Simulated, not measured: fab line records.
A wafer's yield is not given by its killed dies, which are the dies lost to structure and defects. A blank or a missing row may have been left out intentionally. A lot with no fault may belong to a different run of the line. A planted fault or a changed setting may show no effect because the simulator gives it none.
Which tool is to blame?    flow nand harc    14 lots, 42 wafers sampled, at 4 steps of a route of 1302

WHAT THE GAUGES READ, wafer by wafer
The record lacks any reading of a measuring or inspecting step that a usual standard deviation could be used to judge.

EACH LOT AND THE TOOL THAT RAN IT (in order: tool; ch and the chambers of the sampled wafers; start)
lot   NHARC_P_ZERO_WELL_ETCH_62                      NHARC_P_ZERO_WELL_ETCH_63         NHARC_P_ZERO_WELL_EXPOSE_49        NHARC_P_STI_DESCUM_14
L183  rie diel-07 ch 0,1,2, day 1 21:40 or earlier   rie si-04 ch 1,2,3, day 1 21:40   krf scanner-04 ch 0, day 2 01:31   rie diel-09 ch 0,1, day 2 19:28
L184  rie diel-11 ch 0,1,3, day 2 07:40 or earlier   rie si-04 ch 0,2, day 2 07:40     krf scanner-04 ch 0, day 2 11:35   rie diel-09 ch 2,3, day 3 10:08
L185  rie diel-07 ch 0,1, day 2 17:44 or earlier     rie si-05 ch 0,1, day 2 17:44     krf scanner-03 ch 0, day 2 21:40   rie diel-09 ch 2,3, day 3 17:04
L188  rie diel-08 ch 0,2, day 3 23:40 or earlier     rie si-04 ch 0,3, day 3 23:40     krf scanner-02, day 4 03:36        -
L189  rie diel-08 ch 0,1,3, day 4 09:41 or earlier   rie si-04 ch 0,2,3, day 4 09:41   krf scanner-03, day 4 13:36        -
L190  rie diel-08 ch 0,1,2, day 4 19:33 or earlier   rie si-02 ch 1,3, day 4 19:33     krf scanner-03 ch 0, day 4 23:31   rie diel-09 ch 0,1,3, day 5 17:08
L197  rie diel-07 ch 2,3, day 7 17:45 or earlier     rie si-04 ch 0,1, day 7 17:45     krf scanner-04 ch 0, day 7 21:49   rie diel-03 ch 0,1, day 8 15:49
L198  rie diel-08 ch 0,2,3, day 8 03:34 or earlier   rie si-05 ch 0,1,3, day 8 03:34   krf scanner-02 ch 0, day 8 07:29   rie diel-05 ch 0,2,3, day 9 02:19
L199  rie diel-08 ch 0,1,3, day 8 13:31 or earlier   rie si-05 ch 1,2,3, day 8 13:31   krf scanner-02 ch 0, day 8 17:27   rie diel-03 ch 0,2,3, day 9 12:26
L200  rie diel-07 ch 1,2, day 8 23:34 or earlier     rie si-05 ch 0,1,3, day 8 23:34   krf scanner-03 ch 0, day 9 03:34   rie diel-05 ch 0,3, day 9 23:07
L201  rie diel-11 ch 0,1,2, day 9 09:44 or earlier   rie si-05 ch 1,2,3, day 9 09:44   krf scanner-03 ch 0, day 9 13:40   rie diel-03 ch 1,2,3, day 10 07:22
L203  rie diel-08 ch 2,3, day 10 06:28 or earlier    rie si-02 ch 0,1,2, day 10 06:28  krf scanner-04 ch 0, day 10 10:35  rie diel-05 ch 0,2,3, day 11 05:45
L204  rie diel-07 ch 1,2,3, day 10 15:32 or earlier  rie si-05 ch 1,2, day 10 15:32    krf scanner-02 ch 0, day 10 19:35  rie diel-05 ch 1,2,3, day 11 13:01
L206  rie diel-11 ch 0,2,3, day 11 11:34 or earlier  rie si-05 ch 0,2,3, day 11 11:34  krf scanner-02 ch 0, day 11 15:36  rie diel-03 ch 0,1,2, day 12 12:16
- NHARC_P_ZERO_WELL_ETCH_62: etches the open film in CHF3/Ar, target depth 13 nm, time 6.5 s.
- NHARC_P_ZERO_WELL_ETCH_63: etches the open film in HBr/Cl2, target depth 120 nm, time 40.1 s.
- NHARC_P_ZERO_WELL_EXPOSE_49: exposes mask P HVPW, target cd 2000 nm.
- NHARC_P_STI_DESCUM_14: chemistry O2, time 3 s.

AS READ BY THE TOOLS THEMSELVES (means over the sampled wafers that have a number; for cases with no such wafer, the mark the record gives instead)
NHARC_P_ZERO_WELL_ETCH_62.
lot   tool         drypump motor current A (A)  oes product au (a.u.)  rf fwd power W (W)  rf vpp V (V)  showerhead plenum p Torr (Torr)  throttle valve pct (%)
L183  rie diel-07  6.0                          0.965                  488.4               371.9         2.40                             20.223
L184  rie diel-11  5.6                          0.965                  489.5               370.9         2.37                             20.215
L185  rie diel-07  6.2                          0.947                  489.5               369.6         2.34                             20.212
L188  rie diel-08  5.7                          0.965                  488.3               371.0         2.35                             20.223
L189  rie diel-08  5.7                          0.970                  486.9               370.5         2.35                             20.217
L190  rie diel-08  5.8                          0.970                  487.6               371.1         2.35                             20.217
L197  rie diel-07  5.3                          0.951                  488.4               372.5         2.45                             20.213
L198  rie diel-08  5.9                          0.948                  488.4               370.8         2.33                             20.221
L199  rie diel-08  5.7                          0.951                  488.1               371.0         2.34                             20.222
L200  rie diel-07  5.6                          0.973                  488.4               372.6         2.45                             20.215
L201  rie diel-11  5.6                          0.959                  489.2               370.0         2.33                             20.219
L203  rie diel-08  6.0                          0.923                  487.8               370.1         2.30                             20.218
L204  rie diel-07  5.5                          0.932                  486.6               371.5         2.38                             20.222
L206  rie diel-11  5.4                          0.984                  488.6               370.0         2.34                             20.217

NHARC_P_ZERO_WELL_ETCH_63.
lot   tool       drypump motor current A (A)  he backside leak sccm (sccm)  oes product au (a.u.)  rf fwd power W (W)  throttle valve pct (%)
L183  rie si-04  5.9                          2.5                           1.008                  394.9               26.404
L184  rie si-04  5.5                          2.4                           0.998                  393.7               26.399
L185  rie si-05  5.8                          2.6                           1.004                  396.2               26.397
L188  rie si-04  6.3                          2.5                           0.996                  392.9               26.405
L189  rie si-04  5.9                          2.4                           1.004                  393.8               26.391
L190  rie si-02  5.1                          2.8                           1.003                  395.2               26.406
L197  rie si-04  6.2                          2.6                           1.002                  394.3               26.405
L198  rie si-05  5.5                          2.8                           1.003                  393.5               26.405
L199  rie si-05  5.7                          2.8                           1.005                  394.8               26.409
L200  rie si-05  5.5                          2.7                           0.999                  393.8               26.414
L201  rie si-05  5.7                          2.8                           1.001                  393.2               26.416
L203  rie si-02  5.7                          2.8                           1.020                  394.0               26.404
L204  rie si-05  5.9                          2.9                           1.000                  395.0               26.401
L206  rie si-05  5.5                          2.7                           1.010                  394.0               26.396

NHARC_P_ZERO_WELL_EXPOSE_49.
lot   tool            exposure dose mJ cm2  focus offset nm (nm)
L183  krf scanner-04  22.630                -0.2
L184  krf scanner-04  22.640                0.5
L185  krf scanner-03  22.634                1.0
L188  krf scanner-02  -                     -
L189  krf scanner-03  -                     -
L190  krf scanner-03  22.628                -0.3
L197  krf scanner-04  22.615                0.2
L198  krf scanner-02  22.619                0.4
L199  krf scanner-02  22.619                -0.3
L200  krf scanner-03  22.617                0.3
L201  krf scanner-03  22.678                0.2
L203  krf scanner-04  22.654                -0.6
L204  krf scanner-02  22.626                0.4
L206  krf scanner-02  22.615                -0.0

NHARC_P_STI_DESCUM_14.
lot   tool         drypump motor current A (A)  oes product au (a.u.)  rf vpp V (V)  showerhead plenum p Torr (Torr)  throttle valve pct (%)
L183  rie diel-09  5.6                          0.998                  58.1          2.01                             11.311
L184  rie diel-09  5.6                          1.013                  57.6          2.04                             11.309
L185  rie diel-09  5.9                          1.002                  58.3          2.03                             11.311
L190  rie diel-09  6.0                          1.008                  58.1          2.02                             11.309
L197  rie diel-03  5.6                          0.994                  57.4          1.92                             11.306
L198  rie diel-05  5.6                          1.010                  58.4          1.94                             11.303
L199  rie diel-03  5.8                          1.004                  57.3          1.95                             11.312
L200  rie diel-05  5.9                          0.996                  58.1          1.91                             11.306
L201  rie diel-03  5.8                          0.987                  56.8          1.94                             11.316
L203  rie diel-05  5.6                          1.004                  58.5          1.94                             11.307
L204  rie diel-05  5.7                          0.993                  57.9          1.92                             11.315
L206  rie diel-03  5.7                          0.999                  57.2          1.94                             11.309

THE ANSWER, worked out from the rows above alone
Rule: the usual values come from the lots themselves. Put in order of their means at a reading, lots are off if they are a third of the lots or fewer, leave a main group of 4 or more, and stand apart from it by a gap of 3 or more times the standard deviation of the main group's means; of several such gaps the widest counts. Not used: any main group whose means are identical at the precision the tables above print for the reading. A lot without any number at a reading at which 4 lots or more have one is off too. Where the step has rows for the other lots, those lots are counted as sound. After the gauges, taken in route order, come the tools' own readings; for these a lot's mean is taken, as printed above. The first step at which some lot is off is used, and at that step the reading that is off furthest; a lot without a number counts as furthest.
Off: L188, L189, at NHARC_P_ZERO_WELL_EXPOSE_49 (exposure dose mJ cm2). Without a number there: L188, L189. For the main group the mean is 22.631 and the standard deviation 0.018.
If a tool, at that step or one of the process steps before it, ran each lot that is off and ran no sound lot following the first of them, it fits. NHARC_P_ZERO_WELL_ETCH_62 gives no start for some lots, so the hours and the order of its lots are those of NHARC_P_ZERO_WELL_ETCH_63. Not one of the candidates tried fits.

WHAT THE SIMULATOR PUT IN
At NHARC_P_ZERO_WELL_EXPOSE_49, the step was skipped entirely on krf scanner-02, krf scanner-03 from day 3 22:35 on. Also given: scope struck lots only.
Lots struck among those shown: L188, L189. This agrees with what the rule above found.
